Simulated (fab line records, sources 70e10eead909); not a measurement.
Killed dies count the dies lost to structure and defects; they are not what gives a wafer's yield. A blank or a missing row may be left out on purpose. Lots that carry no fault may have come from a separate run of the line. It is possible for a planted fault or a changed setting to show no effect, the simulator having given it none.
fab line records    flow nand_harc    part 2 of 2: steps 27 to 42 of 42
record: lots: 5  wafers: 15  last_day: 32
route steps=1302 shown P_STI@76 P_GATE@110
lots that met no fault: from a run of the same line without faults
start_h: the number of hours between the record's first day and the start of the first shown wafer of the lot    wait_h: time in hours since the lot's previous step    " same as the row above    L1.1+2: a row that stands for several wafers    - either no value or no given start    * or withheld: withheld    < > ~ a bound
route shown NAME@n: names a module that has steps shown in the file, with the first one's number in the route    usual: average and standard deviation across the fault-free wafers    same: alike in all rows    chamber/n: place in a boat    sites: the reading at each site    _std_site: standard deviation of those values    _edge_site: inner sites' mean taken away from outer sites' mean    radius_mm: how far each site lies from the wafer's centre    mask NAME#n: copy n    behind: the tool/chamber that last shaped the wafer    hold: reason for holding the lot/hours on hold/outcome of the hold    device: the transistor (n, p or np) that didn't switch    end of line: at the end of the route, the tests of the same wafers    step lacking rows: just its recipe    killed: the dies lost at the first sort to structure and to defects; this is not the yield of the wafer    map: the dies of a wafer, with x for killed, . for not killed, _ for no die there
set.NAME: the run value of the setting; set.NAME@STEP: its run value at that earlier step    model.NAME: the simulator's own value behind a step, which no gauge read
certain route steps with their lots: each step a table, each wafer a row
services: the hour from which a tool's chamber was out of use, counted from the record's first day as start_h (under 0 if before that day), plus the number of hours and why
== steps ==
step: NHARC_P_STI_ETCH_36
recipe: target_depth_a: 388  chemistry: dHF  material: SiO2
lot.wafer   tool          chamber  start_h  wait_h
L074.2+3+1  wet_bench-06  1,5,6    65.60    0.0
L079.1+3+6  wet_bench-09  0,4,5    113.47   0.0
L087.2+4+1  wet_bench-06  5,1,2    190.62   0.0
L091.3+5+6  wet_bench-06  4,7,0    233.16   0.0
L095.3+2+5  wet_bench-04  0,1,4    275.50   0.0
step: NHARC_P_STI_STRIP_24
recipe: temp_c: 160  chemistry: H3PO4  material: Si3N4
lot.wafer   tool          chamber  start_h  wait_h
L074.2+3+1  wet_bench-06  1,5,6    65.61    0.0
L079.1+3+6  wet_bench-09  0,4,5    113.48   0.0
L087.2+4+1  wet_bench-06  5,1,2    190.63   0.0
L091.3+5+6  wet_bench-06  4,7,0    233.17   0.0
L095.3+2+5  wet_bench-04  0,1,4    275.52   0.0
step: NHARC_P_STI_ETCH_37
recipe: target_depth_a: 110  chemistry: dHF  material: SiO2
lot.wafer   tool          chamber  start_h  wait_h
L074.2+3+1  wet_bench-06  1,5,6    -        -
L079.1+3+6  wet_bench-09  0,4,5    -        -
L087.2+4+1  wet_bench-06  5,1,2    -        -
L091.3+5+6  wet_bench-06  4,7,0    -        -
L095.3+2+5  wet_bench-04  0,1,4    -        -
step: NHARC_P_STI_PRECLEAN_38
recipe: time_s: *  temp_c: 50  bath_age_min: 0  chemistry: SC1
lot.wafer   tool          chamber  start_h  wait_h
L074.2+3+1  wet_bench-06  1,5,6    -        -
L079.1+3+6  wet_bench-09  0,4,5    -        -
L087.2+4+1  wet_bench-06  5,1,2    -        -
L091.3+5+6  wet_bench-06  4,7,0    -        -
L095.3+2+5  wet_bench-04  0,1,4    -        -
step: NHARC_P_STI_SRD_39
lot.wafer   tool          chamber  start_h  wait_h
L074.2+3+1  wet_bench-06  1,5,6    -        -
L079.1+3+6  wet_bench-09  0,4,5    -        -
L087.2+4+1  wet_bench-06  5,1,2    -        -
L091.3+5+6  wet_bench-06  4,7,0    -        -
L095.3+2+5  wet_bench-04  0,1,4    -        -
step: NHARC_P_STI_OXIDE_40
recipe: target_thk_a: 100  temp_c: 900  ox_time_s: 1362  material: SiO2
lot.wafer   tool        chamber  start_h  wait_h
L074.1+2+3  furnace-03  0        69.99    -
L079.1+3+6  furnace-04  0        114.84   -
L087.1+2+4  furnace-04  0        195.01   -
L091.3+5+6  furnace-02  0        236.73   -
L095.2+3+5  furnace-04  0        282.15   -
step: NHARC_P_STI_INSPECT_25
usual: raw_defect_count: 252/100
lot.wafer  tool               chamber  start_h  wait_h  raw_defect_count
L074.1     defect_inspect-01  -        74.03    0.4     213
L074.2     "                  -        "        "       303
L074.3     "                  -        "        "       283
L079.1     defect_inspect-01  -        118.89   0.4     299
L079.3     "                  -        "        "       449
L079.6     "                  -        "        "       252
L087.1     defect_inspect-01  -        199.09   0.4     303
L087.2     "                  -        "        "       228
L087.4     "                  -        "        "       210
L091.3     defect_inspect-02  -        240.81   0.4     169
L091.5     "                  -        "        "       236
L091.6     "                  -        "        "       259
L095.2     defect_inspect-02  -        286.23   0.4     463
L095.3     "                  -        "        "       402
L095.5     "                  -        "        "       311
step: NHARC_P_GATE_ETCH_69
recipe: target_depth_a: 140  chemistry: dHF  material: SiO2
lot.wafer   tool          chamber  start_h  wait_h
L074.1+2+3  wet_bench-05  1,3,5    74.10    0.1
L079.1+6+3  wet_bench-03  5,6,0    118.98   0.1
L087.1+2+4  wet_bench-03  3,4,5    199.16   0.1
L091.3+5+6  wet_bench-03  0,3,4    240.88   0.1
L095.2+3+5  wet_bench-03  2,3,5    286.30   0.1
step: NHARC_P_GATE_PRECLEAN_70
recipe: time_s: *  temp_c: 50  bath_age_min: 0  chemistry: SC1
lot.wafer   tool          chamber  start_h  wait_h
L074.1+2+3  wet_bench-05  1,3,5    74.18    0.1
L079.1+6+3  wet_bench-03  5,6,0    119.04   0.1
L087.1+2+4  wet_bench-03  3,4,5    199.24   0.1
L091.3+5+6  wet_bench-03  0,3,4    240.96   0.1
L095.2+3+5  wet_bench-03  2,3,5    286.38   0.1
step: NHARC_P_GATE_SRD_01
lot.wafer   tool          chamber  start_h  wait_h
L074.1+2+3  wet_bench-05  1,3,5    -        -
L079.1+6+3  wet_bench-03  5,6,0    -        -
L087.1+2+4  wet_bench-03  3,4,5    -        -
L091.3+5+6  wet_bench-03  0,3,4    -        -
L095.2+3+5  wet_bench-03  2,3,5    -        -
step: NHARC_P_GATE_OXIDE_02
recipe: target_thk_a: 375  temp_c: 950  p_h2o_torr: 720  ox_time_s: 365  material: SiO2
lot.wafer   tool        chamber  start_h  wait_h
L074.1+2+3  furnace-07  0        77.39    -
L079.1+3+6  furnace-01  0        122.62   -
L087.1+2+4  furnace-06  0        202.58   -
L091.3+5+6  furnace-01  0        244.55   -
L095.2+3+5  furnace-07  0        289.59   -
step: NHARC_P_GATE_DEHYDRATE_03
recipe: temp_c: 150  time_s: 120
usual: heater_power_total_W: 182.5/1.2
lot.wafer  tool            chamber  start_h  wait_h  heater_power_total_W
L074.1     litho_track-03  0        81.89    0.4     183.0
L074.2     "               0        "        "       181.8
L074.3     "               0        "        "       183.1
L079.1     litho_track-07  0        127.19   0.4     180.8
L079.3     "               0        "        "       183.8
L079.6     "               0        "        "       184.3
L087.1     litho_track-03  0        207.16   0.4     183.7
L087.2     "               0        "        "       182.8
L087.4     "               0        "        "       182.3
L091.3     litho_track-03  0        249.13   0.4     183.6
L091.5     "               0        "        "       181.6
L091.6     "               0        "        "       180.6
L095.2     litho_track-05  0        294.16   0.4     181.0
L095.3     "               0        "        "       180.5
L095.5     "               0        "        "       182.3
step: NHARC_P_GATE_HMDS_04
recipe: time_s: 30
lot.wafer   tool            chamber  start_h  wait_h
L074.1+2+3  litho_track-03  0        -        -
L079.1+3+6  litho_track-07  0        -        -
L087.1+2+4  litho_track-03  0        -        -
L091.3+5+6  litho_track-03  0        -        -
L095.2+3+5  litho_track-05  0        -        -
step: NHARC_P_GATE_COAT_05
recipe: spin_rpm: 4690
usual: spin_speed_rpm: 4690/3
lot.wafer  tool            chamber  start_h  wait_h  spin_speed_rpm
L074.1     litho_track-03  0        -        -       4691
L074.2     "               0        "        "       4691
L074.3     "               0        "        "       4689
L079.1     litho_track-07  0        -        -       4689
L079.3     "               0        "        "       4691
L079.6     "               0        "        "       4684
L087.1     litho_track-03  0        -        -       4687
L087.2     "               0        "        "       4690
L087.4     "               0        "        "       4686
L091.3     litho_track-03  0        -        -       4693
L091.5     "               0        "        "       4691
L091.6     "               0        "        "       4690
L095.2     litho_track-05  0        -        -       4690
L095.3     "               0        "        "       4694
L095.5     "               0        "        "       4691
step: NHARC_P_GATE_SOFTBAKE_06
recipe: temp_c: 122  time_s: 95
usual: heater_power_total_W: 160.0/0.44
lot.wafer  tool            chamber  start_h  wait_h  heater_power_total_W
L074.1     litho_track-03  0        -        -       159.9
L074.2     "               0        "        "       159.7
L074.3     "               0        "        "       160.5
L079.1     litho_track-07  0        -        -       160.7
L079.3     "               0        "        "       159.9
L079.6     "               0        "        "       160.6
L087.1     litho_track-03  0        -        -       160.7
L087.2     "               0        "        "       159.4
L087.4     "               0        "        "       160.0
L091.3     litho_track-03  0        -        -       159.8
L091.5     "               0        "        "       159.2
L091.6     "               0        "        "       159.8
L095.2     litho_track-05  0        -        -       159.9
L095.3     "               0        "        "       160.3
L095.5     "               0        "        "       160.3
step: NHARC_P_GATE_EBR_07
lot.wafer   tool            chamber  start_h  wait_h
L074.1+2+3  litho_track-03  0        -        -
L079.1+3+6  litho_track-07  0        -        -
L087.1+2+4  litho_track-03  0        -        -
L091.3+5+6  litho_track-03  0        -        -
L095.2+3+5  litho_track-05  0        -        -
== services ==
tool            chamber  start_h  hours  kind
furnace-04      -        27.76    26.0   pm
rie_diel-08     -        29.23    0.9    repair
rie_diel-13     1        34.34    16.0   repair
wet_bench-03    -        34.40    8.0    pm
rie_diel-08     3        39.73    5.2    repair
rie_diel-08     -        39.92    0.9    repair
wet_bench-04    -        51.20    8.0    pm
litho_track-02  -        52.00    7.0    pm
rie_diel-06     1        52.85    7.1    repair
litho_track-07  -        76.00    7.0    pm
rie_diel-08     3        86.33    30.4   repair
litho_track-03  -        100.00   7.0    pm
wet_bench-06    -        114.33   5.5    repair
litho_track-05  -        124.00   7.0    pm
wet_bench-09    -        176.80   8.0    pm
hdpcvd-01       -        189.31   13.0   pm
rie_diel-08     -        190.80   9.0    pm
wet_bench-06    -        193.64   8.0    pm
wet_bench-03    -        210.40   8.0    pm
litho_track-02  -        227.00   7.0    pm
wet_bench-04    -        227.20   8.0    pm
litho_track-07  -        251.00   7.0    pm
rie_diel-08     1        258.04   2.9    repair
litho_track-03  -        275.00   7.0    pm
